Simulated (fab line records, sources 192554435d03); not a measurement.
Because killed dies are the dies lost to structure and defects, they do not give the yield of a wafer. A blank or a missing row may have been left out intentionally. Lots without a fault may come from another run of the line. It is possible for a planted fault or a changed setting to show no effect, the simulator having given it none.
Which tool is to blame? / flow n5Finfet / 72 wafers sampled from 24 lots at 1 step of a route of 1938

WHAT THE GAUGES SHOWED, per wafer
N5_BEOL_M2_INSPECT_30: inspects for defects (brightfield).
lot=L074; measured=day 6 19:17; on=defectInspect-01; rawDefectCount=522 378 298
lot=L075; measured=day 7 01:07; on=defectInspect-01; rawDefectCount=447 318 511
lot=L076; measured=day 7 01:32; on=defectInspect-02; rawDefectCount=571 736 649
lot=L077; measured=day 7 01:45; on=defectInspect-02; rawDefectCount=484 634 361
lot=L078; measured=day 7 13:55; on=defectInspect-01; rawDefectCount=504 493 420
lot=L079; measured=day 7 14:25; on=defectInspect-02; rawDefectCount=503 563 370
lot=L081; measured=day 8 13:57; on=defectInspect-02; rawDefectCount=348 379 306
lot=L080; measured=day 8 14:13; on=defectInspect-01; rawDefectCount=351 382 402
lot=L082; measured=day 8 14:59; on=defectInspect-01; rawDefectCount=299 392 280
lot=L083; measured=day 9 01:19; on=defectInspect-02; rawDefectCount=474 547 373
lot=L084; measured=day 9 05:58; on=defectInspect-02; rawDefectCount=374 486 433
lot=L085; measured=day 9 10:29; on=defectInspect-02; rawDefectCount=439 615 365
lot=L086; measured=day 9 23:20; on=defectInspect-02; rawDefectCount=634 349 474
lot=L087; measured=day 10 08:32; on=defectInspect-01; rawDefectCount=258 293 264
lot=L089; measured=day 10 10:00; on=defectInspect-02; rawDefectCount=330 291 336
lot=L088; measured=day 10 10:11; on=defectInspect-02; rawDefectCount=352 371 384
lot=L090; measured=day 11 01:38; on=defectInspect-01; rawDefectCount=322 285 508
lot=L091; measured=day 11 05:28; on=defectInspect-01; rawDefectCount=475 426 373
lot=L092; measured=day 11 08:27; on=defectInspect-02; rawDefectCount=335 580 481
lot=L095; measured=day 11 18:40; on=defectInspect-02; rawDefectCount=400 381 312
lot=L094; measured=day 11 22:50; on=defectInspect-01; rawDefectCount=418 418 302
lot=L093; measured=day 12 06:19; on=defectInspect-02; rawDefectCount=396 470 345
lot=L096; measured=day 12 10:59; on=defectInspect-02; rawDefectCount=362 562 530
lot=L097; measured=day 12 15:22; on=defectInspect-02; rawDefectCount=268 423 287

WHAT TOOL EACH LOT RAN ON (gives the tool, then ch and the chambers of the sampled wafers, and finally the start)
The record shows no process step preceding these readings.

AS READ BY THE TOOLS THEMSELVES (means over the sampled wafers that have a number; for cases with no such wafer, the mark the record gives instead)
The record holds no such reading with a usual standard deviation.

THE ANSWER, worked out from the rows above alone
Rule: usual is defined by the lots themselves. The widest of any qualifying gaps counts: lots, ordered by their means at a reading, are off when they make up no more than a third of the lots, leave a main group of 4 or more, and stand apart from it by 3 or more times the standard deviation of that group's means. The tables above print the reading to a certain number of digits; a main group whose means all agree to those digits is not used. Also off: a lot with no number at a reading for which 4 or more lots have one. All remaining lots with rows at the step are treated as sound. The gauges are gone through in route order, then the tools' own readings, and for those a lot's mean is taken as printed above. At the first step where some lot is off, the reading lying furthest off is the one used; lots without a number count as furthest.
No lot is off at any reading shown: from this, nothing can be told.

WHAT THE SIMULATOR PUT IN
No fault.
